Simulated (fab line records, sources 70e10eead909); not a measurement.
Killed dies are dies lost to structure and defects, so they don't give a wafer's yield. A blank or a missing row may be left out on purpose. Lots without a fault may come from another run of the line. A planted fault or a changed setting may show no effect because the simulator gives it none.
Tool commonality check | flow nand_harc | 13 lots, 39 wafers sampled

WHY IT WAS OPENED
At NHARC_P_STI_CD_MEAS_09 the reading cd_nm is flagged on 1 of 13 lots. Wafers without a fault read 199.8 nm, standard deviation 2.9.
Rule: a lot is flagged when every wafer of it that has a number lies more than 4 standard deviations from that mean, or none has a number. The other lots count as sound.

lot  | measured    | on        | cd_nm (nm), wafer by wafer | flag
L908 | day 2 11:28 | cd_sem-02 | 198.7 198.1 197.0          |
L909 | day 2 16:50 | cd_sem-02 | 202.3 203.2 203.0          |
L911 | day 3 06:10 | cd_sem-03 | 195.5 201.3 197.1          |
L912 | day 3 14:47 | cd_sem-02 | 201.4 194.5 199.6          |
L913 | day 3 18:07 | cd_sem-01 | 203.7 200.0 200.3          |
L914 | day 4 01:34 | cd_sem-01 | 204.5 198.4 201.3          |
L915 | day 4 01:44 | cd_sem-03 | 197.6 197.5 198.4          |
L918 | day 4 23:09 | cd_sem-02 | 204.3 202.0 199.2          |
L919 | day 5 05:12 | cd_sem-01 | 199.7 197.0 198.9          |
L920 | day 5 10:51 | cd_sem-03 | 229.7 230.5 236.2          | FLAGGED
L921 | day 5 21:23 | cd_sem-03 | 197.4 200.7 196.6          |
L930 | day 7 23:29 | cd_sem-03 | 196.5 195.0 196.9          |
L931 | day 8 07:38 | cd_sem-03 | 202.8 203.6 202.7          |
The numbers of the flagged lots are 232.1 nm on average: +32.3 nm against the usual, or +11 standard deviations.

WHICH TOOL RAN EACH LOT
The record holds 2 process steps before the reading, out of a route of 1159 steps. In each cell: the tool, then ch and the chambers that the sampled wafers went through, then the start.
lot  | flag    | NHARC_P_ZERO_WELL_RTA_42        | NHARC_P_STI_EXPOSE_06
L908 |         | rtp_anneal-01 ch 0, day 1 19:21 | krf_scanner-02 ch 0, day 2 11:19
L909 |         | rtp_anneal-02 ch 0, day 2 01:01 | krf_scanner-04 ch 0, day 2 16:41
L911 |         | rtp_anneal-01 ch 0, day 2 13:08 | krf_scanner-04 ch 0, day 3 06:01
L912 |         | rtp_anneal-01 ch 0, day 2 19:07 | krf_scanner-02 ch 0, day 3 14:38
L913 |         | rtp_anneal-02 ch 0, day 3 01:14 | krf_scanner-03 ch 0, day 3 17:58
L914 |         | rtp_anneal-01 ch 0, day 3 07:02 | krf_scanner-03 ch 0, day 4 01:26
L915 |         | rtp_anneal-02 ch 0, day 3 12:52 | krf_scanner-02 ch 0, day 4 01:35
L918 |         | rtp_anneal-01 ch 0, day 4 07:19 | krf_scanner-04 ch 0, day 4 23:00
L919 |         | rtp_anneal-02 ch 0, day 4 13:09 | krf_scanner-03 ch 0, day 5 05:03
L920 | FLAGGED | rtp_anneal-02 ch 0, day 4 18:50 | krf_scanner-02 ch 0, day 5 10:42
L921 |         | rtp_anneal-01 ch 0, day 5 00:59 | krf_scanner-02 ch 0, day 5 21:14
L930 |         | rtp_anneal-02 ch 0, day 7 07:30 | krf_scanner-03 ch 0, day 7 23:20
L931 |         | rtp_anneal-02 ch 0, day 7 13:06 | krf_scanner-04 ch 0, day 8 07:29
What these steps do:
- NHARC_P_ZERO_WELL_RTA_42: time 300 s.
- NHARC_P_STI_EXPOSE_06: exposes mask P STI, target cd 200 nm.
- NHARC_P_STI_CD_MEAS_09: target cd 200 nm.

FLAGGED OVER TOTAL, TOOL BY TOOL (the gauges that took the reading come last)
step                     | tool           | lots run | flagged | share of the flagged lots | sound lots run after its first flagged lot
NHARC_P_ZERO_WELL_RTA_42 | rtp_anneal-01  | 6        | 0       | none                      | -
NHARC_P_ZERO_WELL_RTA_42 | rtp_anneal-02  | 7        | 1       | all                       | 2 (L930,L931)
NHARC_P_STI_EXPOSE_06    | krf_scanner-02 | 5        | 1       | all                       | 1 (L921)
NHARC_P_STI_EXPOSE_06    | krf_scanner-03 | 4        | 0       | none                      | -
NHARC_P_STI_EXPOSE_06    | krf_scanner-04 | 4        | 0       | none                      | -
NHARC_P_STI_CD_MEAS_09   | cd_sem-01      | 3        | 0       | none                      | -
NHARC_P_STI_CD_MEAS_09   | cd_sem-02      | 4        | 0       | none                      | -
NHARC_P_STI_CD_MEAS_09   | cd_sem-03      | 6        | 1       | all                       | 3 (L921,L930,L931)

WHAT THE TABLE ALLOWS
3 rows of the table ran every flagged lot: rtp_anneal-02 at NHARC_P_ZERO_WELL_RTA_42, krf_scanner-02 at NHARC_P_STI_EXPOSE_06, cd_sem-03 at NHARC_P_STI_CD_MEAS_09.
- rtp_anneal-02 at NHARC_P_ZERO_WELL_RTA_42: 1 of its 7 lots flagged. Sound lots ran on it after the first flagged one (L930, L931), which a lasting fault on the whole tool wouldn't allow.
- krf_scanner-02 at NHARC_P_STI_EXPOSE_06: 1 of its 5 lots flagged. Sound lots ran on it after the first flagged one (L921), which a lasting fault on the whole tool wouldn't allow.
- cd_sem-03 at NHARC_P_STI_CD_MEAS_09: 1 of its 6 lots flagged. Sound lots ran on it after the first flagged one (L921, L930, L931), which a lasting fault on the whole tool wouldn't allow.
No row of the table ran every flagged lot and no sound lot after the first.

WHAT THE SIMULATOR HAD PUT IN
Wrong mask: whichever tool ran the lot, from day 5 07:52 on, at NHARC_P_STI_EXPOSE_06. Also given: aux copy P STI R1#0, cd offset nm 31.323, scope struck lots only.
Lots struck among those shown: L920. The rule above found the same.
